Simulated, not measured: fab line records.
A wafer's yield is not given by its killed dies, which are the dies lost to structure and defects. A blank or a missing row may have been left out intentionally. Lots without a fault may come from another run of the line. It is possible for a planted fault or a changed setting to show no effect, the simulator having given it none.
A lot that was struck, set against a sound lot :: flow n5Finfet :: 21 out of 1938 route steps
Sound: wafers L349.3, L349.5, L349.6. Wafers struck: L350.1, L350.4, L350.6. The cause comes at the end.
For every step that has rows: the tool of each side, followed by ch and its chambers, followed by its first start. Under that, the readings that differ: sound wafers :: struck wafers :: difference of the means :: sigmas: that difference in standard deviations of wafers without a fault.
alike: same words and numbers on both sides, and readings whose means sit less than 2 such deviations apart. not compared: any withheld reading, any reading some wafer has no value for, any bound like >300 that may hide the same value, and any number with overlapping values for which the record gives no deviation.
The two part at a step that has a row with sigmas, a row that says differs or no value, or rows on one side only. Numbers that have no deviation but don't overlap get no sigmas and don't part them. A reading missing from all wafers of one side parts the sides only when that side holds two or more wafers.

first, 6 steps without rows for these wafers: N5_BEOL_M1_COAT_05 (resist thk 30 nm); N5_BEOL_M1_EBR_07; N5_BEOL_M1_SOFTBAKE_06 (time 60 s); N5_BEOL_M1_EXPOSE_08 (exposes mask M1); N5_BEOL_M1_PEB_09 (peb time 60 s); N5_BEOL_M1_DEVELOP_10 (develop time 30 s).
N5_BEOL_M1_CD_MEAS_11: the cd target is 17.05 nm.
  sound on cdSem-03 ch 0, day 8 18:56; struck on cdSem-02 ch 0, day 9 01:34
  alike: cdNm
N5_BEOL_M1_OVL_MEAS_12:
  sound on overlay-01 ch 0, day 8 18:58; struck on overlay-01 ch 0, day 9 01:36
  alike: M1_OVL
N5_BEOL_M1_INSPECT_13: inspects for defects (brightfield).
  sound: defectInspect-02 at day 8 19:01; struck: defectInspect-02 at day 9 01:40
reading: rawDefectCount
sound: 302 338 224
struck: 518 778 460
difference: +297
sigmas: +3
N5_BEOL_M1_DESCUM_16: chemistry O2, time 7 s.
  sound on rieDiel-01 ch 0,1,2, day 8 19:23; struck on rieDiel-01 ch 0,1,2, day 9 01:41
  alike: drypumpMotorCurrentA, o2FlowSccm, oesProductAu, rfVppV, showerheadPlenumPTorr, throttleValvePct
  not compared: rfHoursCounterH
N5_BEOL_M1_ETCH_74: etches underlayer in N2/H2, target depth 6.5 nm, time 5.2 s.
  sound on rieDiel-01 ch 0,1,2, day 8 19:25; struck on rieDiel-01 ch 0,1,2, day 9 01:44
  alike: biasW, chamberPressureMTorr, drypumpMotorCurrentA, etchRfOnTimeS, oesProductAu, rfVppV, showerheadPlenumPTorr, throttleValvePct
  not compared: rfHoursCounterH
N5_BEOL_M1_ETCH_63: etches SiARC in CF4, target depth 15.6 nm, time 26 s.
  sound on rieDiel-01 ch 0,1,2, day 8 19:26; struck on rieDiel-01 ch 0,1,2, day 9 01:45
  alike: biasW, cf4FlowSccm, drypumpMotorCurrentA, etchRfOnTimeS, oesProductAu, rfVppV, showerheadPlenumPTorr, throttleValvePct
  not compared: rfHoursCounterH
N5_BEOL_M1_ETCH_64: etches SOC in N2/H2, target depth 75 nm, overetch 15 nm, time 112.5 s.
  sound on rieDiel-01 ch 0,1,2, day 8 19:28; struck on rieDiel-01 ch 0,1,2, day 9 01:46
  no value came back on the struck wafers for any of 7 readings (biasW (W), chamberPressureMTorr (mTorr) and others); on the sound wafers biasW (W) reads 149.7 150.6 149.6
reading: model.CAR-EUV_of_BEOL_M1_COAT_05.thkNm (nm)
sound: 0 0 0
struck: 11 11.2 11.2
difference: +11
sigmas: 

reading: model.SiARC_of_BEOL_M1_COAT_62.thkNm (nm)
sound: 6.8 6.6 7
struck: 12 12 12
difference: +5
sigmas: 

reading: model.underlayer_of_BEOL_M1_COAT_73.thkNm (nm)
sound: 0 0 0
struck: 5 5 5
difference: +5
sigmas: 
  not compared: rfHoursCounterH
then, 2 steps without rows for these wafers: N5_BEOL_M1_STRIP_65 (strips in N2/H2); N5_BEOL_M1_STRIP_75 (strips in N2/H2).
N5_BEOL_M1_STRIP_66: strips in CF4.
  sound on rieDiel-01 ch 0,1,2, day 8 19:35; struck on rieDiel-01 ch 0,1,2, day 9 01:54
  alike: drypumpMotorCurrentA, oesProductAu, rfVppV, showerheadPlenumPTorr, throttleValvePct
  not compared: rfHoursCounterH
N5_BEOL_M1_HM_OPEN_17: chemistry Cl2/BCl3, target TiN, target depth 20 nm, overetch 6 nm.
  sound on rieMetal-01 ch 0,1, day 8 19:40; struck on rieMetal-01 ch 0,1, day 9 01:56
reading: oesProductAu (a.u.)
sound: 0.54 0.60 0.54
struck: 0.26 0.23 0.26
difference: -0.31
sigmas: -5

reading: throttleValvePct (%)
sound: 22.49 21.98 22.51
struck: 22.64 23.14 22.64
difference: +0.48
sigmas: +2
  alike: biasW, drypumpMotorCurrentA
  not compared: rfHoursCounterH
N5_BEOL_M1_STRIP_19: strips in O2.
  sound on rieDiel-06 ch 0,1,2, day 8 19:45; struck on rieDiel-01 ch 1,2,3, day 9 02:03
  alike: drypumpMotorCurrentA, o2FlowSccm, oesProductAu, rfVppV, showerheadPlenumPTorr, throttleValvePct
  not compared: rfHoursCounterH
N5_BEOL_M1_CD_MEAS_18: pitch 36 nm, target cd 18 nm.
  sound: cdSem-02 at day 8 19:49; struck: cdSem-01 at day 9 02:07
reading: cdNm (nm)
sound: 17.3 18.3 17.7
struck: - - -
difference: no value on the struck wafers
sigmas: 
then, 1 step without rows for these wafers: N5_BEOL_M1_COAT_67 (time 60 s, resist thk 60 nm).
N5_BEOL_M4_RC_MEAS_101:
  the record has rows for the sound wafers here (prober-01 ch 0, day 10 22:37) and none for the struck ones

== WHERE THEY PART ==
Last at N5_BEOL_M4_RC_MEAS_101 as far as this record goes, first at N5_BEOL_M1_INSPECT_13.

WHY: whatever the simulator had introduced
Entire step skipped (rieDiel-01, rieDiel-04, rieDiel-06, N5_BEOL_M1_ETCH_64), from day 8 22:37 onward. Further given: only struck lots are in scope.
